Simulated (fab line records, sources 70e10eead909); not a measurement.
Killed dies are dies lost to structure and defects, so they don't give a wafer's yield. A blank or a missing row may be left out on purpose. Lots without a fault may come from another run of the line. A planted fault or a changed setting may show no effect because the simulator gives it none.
Which tool did it? | flow nand_harc | 14 lots, 42 wafers sampled, at 4 steps of a route of 1302

WHAT THE GAUGES READ, wafer by wafer
The record holds no reading of a measuring or inspecting step that can be judged against a usual standard deviation.

WHICH TOOL RAN EACH LOT (tool, then ch and the chambers of the sampled wafers, then the start)
lot  | NHARC_A_M1_DESCUM_14               | NHARC_A_M1_DEP_33               | NHARC_THIN_TSV_ETCHBACK_48         | NHARC_THIN_TSV_STRIP_56
L469 | rie_diel-05 ch 1,2, day 23 08:39   | pecvd-03 ch 0,1,2, day 23 11:38 | rie_diel-11 ch 0,1, day 24 06:35   | plasma_asher-02 ch 0,1, day 24 10:52
L471 | rie_diel-05 ch 0,1,2, day 23 11:53 | pecvd-04 ch 1,2, day 23 14:38   | rie_diel-07 ch 0,1,3, day 24 07:56 | plasma_asher-01 ch 0,1, day 24 12:17
L470 | rie_diel-01 ch 0,1,3, day 23 13:36 | pecvd-03 ch 0,1, day 23 16:30   | rie_diel-07 ch 1,2,3, day 24 11:32 | plasma_asher-01 ch 0,1, day 24 15:53
L472 | rie_diel-01 ch 1,2,3, day 25 00:08 | pecvd-04 ch 0,1, day 25 02:55   | rie_diel-11 ch 1,3, day 25 22:05   | plasma_asher-02 ch 0,1, day 26 02:26
L475 | rie_diel-05 ch 0,3, day 25 04:14   | pecvd-02 ch 1,2, day 25 06:59   | rie_diel-10 ch 0,1,3, day 26 05:50 | plasma_asher-01 ch 0,1, day 26 10:19
L473 | rie_diel-05 ch 0,1, day 26 01:07   | pecvd-03 ch 0,2, day 26 03:57   | rie_diel-10 ch 1,3, day 27 00:52   | plasma_asher-01 ch 0,1, day 27 05:11
L474 | rie_diel-05 ch 0,3, day 26 03:46   | pecvd-04 ch 1,2, day 26 06:32   | rie_diel-11 ch 0,1,3, day 27 01:53 | plasma_asher-02 ch 0,1, day 27 06:13
L477 | rie_diel-05 ch 0,3, day 26 04:43   | pecvd-04 ch 0,1,2, day 26 07:28 | rie_diel-11 ch 0,3, day 27 03:04   | plasma_asher-01 ch 0,1, day 27 07:17
L480 | rie_diel-05 ch 1,2,3, day 28 03:35 | pecvd-03 ch 0,1,2, day 28 06:22 | rie_diel-10 ch 1,2,3, day 29 03:44 | plasma_asher-01 ch 0, day 29 08:16
L481 | rie_diel-03 ch 0,2,3, day 28 05:20 | pecvd-03 ch 0,1,2, day 28 08:05 | rie_diel-07 ch 1,2,3, day 29 04:59 | plasma_asher-02 ch 0,1, day 29 09:17
L485 | rie_diel-01 ch 0,2,3, day 29 18:22 | pecvd-03 ch 0,1,2, day 29 21:07 | rie_diel-07 ch 0,1,3, day 30 16:55 | plasma_asher-01 ch 0,1, day 30 21:16
L487 | rie_diel-05 ch 1,2, day 30 13:54   | pecvd-04 ch 0,1,2, day 30 16:44 | rie_diel-07 ch 1,2, day 31 11:41   | plasma_asher-01 ch 0,1, day 31 16:07
L488 | rie_diel-01 ch 0,2, day 31 03:43   | pecvd-02 ch 0,1,2, day 31 06:26 | rie_diel-07 ch 0,1,3, day 32 05:38 | plasma_asher-01 ch 0,1, day 32 09:46
L492 | rie_diel-01 ch 1,2,3, day 32 09:11 | pecvd-02 ch 0,2, day 32 11:55   | rie_diel-11 ch 0,1,3, day 33 07:17 | plasma_asher-01 ch 0,1, day 33 11:30
- NHARC_A_M1_DESCUM_14: chemistry O2, time 3 s.
- NHARC_A_M1_DEP_33: deposits SiCN, target thk 30 nm.
- NHARC_THIN_TSV_ETCHBACK_48: etches the open film in C4F8/Ar, target depth 1028.5 nm, time 405.17 s.
- NHARC_THIN_TSV_STRIP_56: strips in O2.

WHAT THE TOOLS THEMSELVES READ (means of the sampled wafers that have a number; where no wafer has one, the mark that the record gives instead)
NHARC_A_M1_DESCUM_14. Usual: drypump_motor_current_A 5.92 A, standard deviation 0.21; mfc_ar_sccm 0.014 sccm, standard deviation 0.016; oes_product_au 1.004 a.u., standard deviation 0.016; rf_vpp_V 57.7 V, standard deviation 0.83; showerhead_plenum_p_Torr 1.87 Torr, standard deviation 0.071; throttle_valve_pct 11.310 %, standard deviation 0.0094.
lot  | tool        | drypump_motor_current_A (A) | mfc_ar_sccm (sccm) | oes_product_au (a.u.) | rf_vpp_V (V) | showerhead_plenum_p_Torr (Torr) | throttle_valve_pct (%) | flag
L469 | rie_diel-05 | 5.89                        | 0.000              | 1.015                 | 58.4         | 1.96                            | 11.311                 |
L471 | rie_diel-05 | 5.94                        | 0.014              | 1.008                 | 57.6         | 1.90                            | 11.311                 |
L470 | rie_diel-01 | 5.90                        | 0.012              | 1.005                 | 57.7         | 1.83                            | 11.308                 |
L472 | rie_diel-01 | 5.98                        | 0.011              | 1.011                 | 57.0         | 1.81                            | 11.307                 |
L475 | rie_diel-05 | 5.91                        | 0.030              | 0.993                 | 57.8         | 1.82                            | 11.302                 |
L473 | rie_diel-05 | 6.01                        | 0.029              | 0.980                 | 57.8         | 1.84                            | 11.310                 |
L474 | rie_diel-05 | 5.86                        | 0.016              | 1.001                 | 58.5         | 1.85                            | 11.310                 |
L477 | rie_diel-05 | 5.84                        | 0.016              | 1.002                 | 56.8         | 1.85                            | 11.307                 |
L480 | rie_diel-05 | 5.88                        | 0.001              | 0.996                 | 58.4         | 1.93                            | 11.298                 |
L481 | rie_diel-03 | 5.44                        | 0.028              | 1.008                 | 57.7         | 2.01                            | 11.305                 |
L485 | rie_diel-01 | 6.06                        | 0.020              | 1.004                 | 57.2         | 1.83                            | 11.307                 |
L487 | rie_diel-05 | 5.89                        | 0.000              | 1.014                 | 58.8         | 1.96                            | 11.312                 |
L488 | rie_diel-01 | 6.16                        | 0.026              | 1.010                 | 57.6         | 1.86                            | 11.310                 |
L492 | rie_diel-01 | 5.99                        | 0.011              | 1.003                 | 57.7         | 1.81                            | 11.311                 |

NHARC_A_M1_DEP_33. Usual: heater_power_w 553 W, standard deviation 97.
lot  | tool     | heater_power_w (W) | flag
L469 | pecvd-03 | 533                |
L471 | pecvd-04 | 501                |
L470 | pecvd-03 | 518                |
L472 | pecvd-04 | 651                |
L475 | pecvd-02 | 651                |
L473 | pecvd-03 | 617                |
L474 | pecvd-04 | 516                |
L477 | pecvd-04 | 570                |
L480 | pecvd-03 | 549                |
L481 | pecvd-03 | 564                |
L485 | pecvd-03 | 576                |
L487 | pecvd-04 | 543                |
L488 | pecvd-02 | 509                |
L492 | pecvd-02 | 660                |

NHARC_THIN_TSV_ETCHBACK_48. Usual: oes_product_au 0.95 a.u., standard deviation 0.038; rf_vpp_V 547.3 V, standard deviation 2.3; run_length_s 426.7 s, standard deviation 0.55.
lot  | tool        | oes_product_au (a.u.) | rf_vpp_V (V) | run_length_s (s) | flag
L469 | rie_diel-11 | 0.91                  | 548.9        | 427.0            |
L471 | rie_diel-07 | 0.93                  | 546.6        | 426.9            |
L470 | rie_diel-07 | 0.93                  | 547.8        | 427.1            |
L472 | rie_diel-11 | 0.99                  | 551.0        | 426.4            |
L475 | rie_diel-10 | 1.01                  | 548.2        | 426.1            |
L473 | rie_diel-10 | 1.00                  | 547.0        | 426.1            |
L474 | rie_diel-11 | 1.01                  | 549.2        | 426.8            |
L477 | rie_diel-11 | 1.00                  | 550.8        | 426.6            |
L480 | rie_diel-10 | 0.91                  | 546.7        | 426.6            |
L481 | rie_diel-07 | 1.00                  | 546.3        | 427.4            |
L485 | rie_diel-07 | 0.92                  | 546.0        | 426.8            |
L487 | rie_diel-07 | 0.92                  | 546.5        | 366.6            | OFF
L488 | rie_diel-07 | 0.93                  | 545.2        | 396.5            | OFF
L492 | rie_diel-11 | 0.92                  | 549.1        | 426.7            |

NHARC_THIN_TSV_STRIP_56. Usual: drypump_motor_current_A 6.0 A, standard deviation 0.35; heater_power_w 321 W, standard deviation 21.
lot  | tool            | drypump_motor_current_A (A) | heater_power_w (W) | flag
L469 | plasma_asher-02 | 5.9                         | 289                |
L471 | plasma_asher-01 | 6.0                         | 340                |
L470 | plasma_asher-01 | 5.9                         | 330                |
L472 | plasma_asher-02 | 6.1                         | 314                |
L475 | plasma_asher-01 | 5.9                         | 334                |
L473 | plasma_asher-01 | 5.9                         | 329                |
L474 | plasma_asher-02 | 6.1                         | 308                |
L477 | plasma_asher-01 | 6.0                         | 337                |
L480 | plasma_asher-01 | 6.2                         | 343                |
L481 | plasma_asher-02 | 6.1                         | 302                |
L485 | plasma_asher-01 | 5.9                         | 327                |
L487 | plasma_asher-01 | 6.0                         | 333                |
L488 | plasma_asher-01 | 6.0                         | 325                |
L492 | plasma_asher-01 | 6.0                         | 325                |

THE ANSWER, worked out from the rows above alone
Rule: a lot is off if the mean of its wafers that have a number lies more than 3 standard deviations from the usual mean. A lot without any number at a reading at which 4 lots or more have one is off too. The other lots that the step has rows for count as sound. The gauges are gone through in route order, then the tools' own readings, and for those a lot's mean is taken as printed above. The first step at which some lot is off is used, and at that step the reading that is off furthest; a lot without a number counts as furthest.
Off: L487, L488, at NHARC_THIN_TSV_ETCHBACK_48 (run_length_s).
A tool fits if, at that step or a process step before it, it ran every lot that is off, and no sound lot after the first of them. One fits: rie_diel-07 at NHARC_THIN_TSV_ETCHBACK_48. Its last sound lot is L485 (day 30 16:55), its first lot that is off L487 (day 31 11:41): a fault that began between those two fits.
The tool's own readings at NHARC_THIN_TSV_ETCHBACK_48 bear it out: on the lots that are off they differ by more than 5 times the standard deviation of the sound lots' means. run_length_s reads 381.6 s there against 426.7 s on the sound lots.

WHAT THE SIMULATOR HAD PUT IN
Process parameter drift: rie_diel-07, from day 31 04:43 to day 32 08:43, at NHARC_THIN_TSV_ETCHBACK_48. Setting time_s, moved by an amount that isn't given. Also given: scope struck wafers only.
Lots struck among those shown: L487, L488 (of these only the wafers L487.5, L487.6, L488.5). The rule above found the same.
